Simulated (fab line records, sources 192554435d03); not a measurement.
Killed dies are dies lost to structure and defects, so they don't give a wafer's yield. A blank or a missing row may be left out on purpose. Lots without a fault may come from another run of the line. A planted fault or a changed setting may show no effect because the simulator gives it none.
Split-lot experiment | flow n5_finfet | 7 lots, 39 wafers read, on a route of 1938 steps

THE SPLIT
At N5_PASSIVATION_AL_DEP_21 (deposits Al, target thk 2800 nm, time 170 s), the setting time_s was moved away from the recipe's 170 s on 6 of the 39 wafers read, by -50.8% to +17.7%. The other wafers ran this setting at the recipe's value.

FROM THE SPLIT TO THE READING: what the file shows between them, 3 steps
- N5_PASSIVATION_HMDS_23: time 60 s
- N5_PASSIVATION_COAT_24
- N5_PASSIVATION_DESCUM_32: chemistry O2, time 7.9 s

THE READING
oes_product_au, in a.u., at N5_PASSIVATION_AL_ETCH_33 (etches Al in Cl2/BCl3, stops on TaN, target depth 2800 nm, time 466.7 s). Fault-free wafers of this fab line usually give 0.72 a.u., standard deviation 0.083 a.u..

wafer  | tool, chamber at the split | time_s as run, s | against the recipe | oes_product_au, a.u. | against lot-mates on the recipe
L076.1 | pvd_sputter-01, -          | 170              | recipe             | 0.71                 | -
L076.2 | pvd_sputter-01, -          | 170              | recipe             | 0.78                 | -
L076.3 | pvd_sputter-01, -          | 170              | recipe             | 0.70                 | -
L076.4 | pvd_sputter-01, -          | 170              | recipe             | 0.78                 | -
L076.5 | pvd_sputter-01, -          | 170              | recipe             | 0.69                 | -
L076.6 | pvd_sputter-01, -          | 170              | recipe             | 0.78                 | -
L081.1 | pvd_sputter-01, -          | 170              | recipe             | 0.72                 | -
L081.2 | pvd_sputter-01, -          | 170              | recipe             | 0.79                 | -
L081.3 | pvd_sputter-01, -          | 170              | recipe             | 0.79                 | -
L081.4 | pvd_sputter-01, -          | 170              | recipe             | 0.71                 | -
L081.5 | pvd_sputter-01, -          | 170              | recipe             | 0.72                 | -
L081.6 | pvd_sputter-01, -          | 170              | recipe             | 0.79                 | -
L084.1 | pvd_sputter-01, -          | 200.1            | +17.7%             | 0.86                 | +0.11
L084.2 | pvd_sputter-01, -          | 200.1            | +17.7%             | 0.78                 | +0.03
L084.3 | pvd_sputter-01, -          | 170              | recipe             | 0.78                 | -
L084.4 | pvd_sputter-01, -          | 200.1            | +17.7%             | 0.78                 | +0.03
L084.5 | pvd_sputter-01, -          | 170              | recipe             | 0.70                 | -
L084.6 | pvd_sputter-01, -          | 170              | recipe             | 0.77                 | -
L085.1 | pvd_sputter-01, -          | 170              | recipe             | 0.77                 | -
L085.2 | pvd_sputter-01, -          | 170              | recipe             | 0.76                 | -
L085.3 | pvd_sputter-01, -          | 170              | recipe             | 0.74                 | -
L085.4 | pvd_sputter-01, -          | 170              | recipe             | 0.75                 | -
L085.5 | pvd_sputter-01, -          | 170              | recipe             | 0.76                 | -
L085.6 | pvd_sputter-01, -          | 170              | recipe             | 0.76                 | -
L087.1 | pvd_sputter-02, -          | 170              | recipe             | 0.68                 | -
L087.4 | pvd_sputter-02, -          | 170              | recipe             | 0.76                 | -
L087.5 | pvd_sputter-02, -          | 170              | recipe             | 0.68                 | -
L089.1 | pvd_sputter-01, -          | 170              | recipe             | 0.68                 | -
L089.2 | pvd_sputter-01, -          | 170              | recipe             | 0.68                 | -
L089.3 | pvd_sputter-01, -          | 170              | recipe             | 0.67                 | -
L089.4 | pvd_sputter-01, -          | 170              | recipe             | 0.67                 | -
L089.5 | pvd_sputter-01, -          | 170              | recipe             | 0.67                 | -
L089.6 | pvd_sputter-01, -          | 170              | recipe             | 0.68                 | -
L094.1 | pvd_sputter-01, -          | 83.67            | -50.8%             | 0.48                 | -0.34
L094.2 | pvd_sputter-01, -          | 83.67            | -50.8%             | 0.56                 | -0.26
L094.3 | pvd_sputter-01, -          | 170              | recipe             | 0.86                 | -
L094.4 | pvd_sputter-01, -          | 170              | recipe             | 0.74                 | -
L094.5 | pvd_sputter-01, -          | 83.67            | -50.8%             | 0.49                 | -0.33
L094.6 | pvd_sputter-01, -          | 170              | recipe             | 0.85                 | -

THE FIT
A straight line over all 39 wafers: oes_product_au changes by +0.00442 a.u. for each +1% of time_s; r = +0.80; the points scatter about the line by 0.05 a.u..
The same after taking each lot's own level away (the mean of its wafers on the recipe; 39 wafers): +0.00568 a.u. for each +1%; r = +0.92; scatter 0.037 a.u..
On that fit, the largest move of time_s shifts the reading by 0.29 a.u..
The lots' own levels span 0.675 to 0.817 a.u., that is 1.7 times the standard deviation above.
So the lot-to-lot level blurs the effect unless lot-mates are compared.
Check: with one of the wafers moved furthest among these (-50.8%) left out of the fit, the line predicts -0.274 a.u. for it against its lot-mates. It came out at -0.337 a.u. against them.

OTHER SPLITS ON THESE WAFERS
These wafers also went through other splits before the reading. Each is held against what the fit with the lots' levels taken away leaves over:
other split on the same wafers      | wafers away from the commonest value | r with oes_product_au (lot level and that fit taken away)
N5_BEOL_M5_HM_DEP_02 target_thk_a   | 15                                   | +0.13
N5_BEOL_M14_ILD_DEP_00 target_thk_a | 18                                   | -0.20

THE WHOLE CHAIN: every reading that the file lists as answering this split, in the file's order
step                      | what it does                                                            | reading                                                                             | change (the file's fit)                   | r (the file's)
N5_PASSIVATION_AL_DEP_21  | deposits Al, target thk 2800 nm, time 170 s                             | Al_of_PASSIVATION_AL_DEP_21.thk_nm (the simulator's own value, which no gauge read) | +28.2 nm for each +1% of the setting      | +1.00
N5_PASSIVATION_AL_ETCH_33 | etches Al in Cl2/BCl3, stops on TaN, target depth 2800 nm, time 466.7 s | oes_product_au                                                                      | +0.00573 a.u. for each +1% of the setting | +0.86

THE FILE'S OWN FIT
oes_product_au changes by +0.00573 a.u. for each +1% of time_s, r = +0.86.
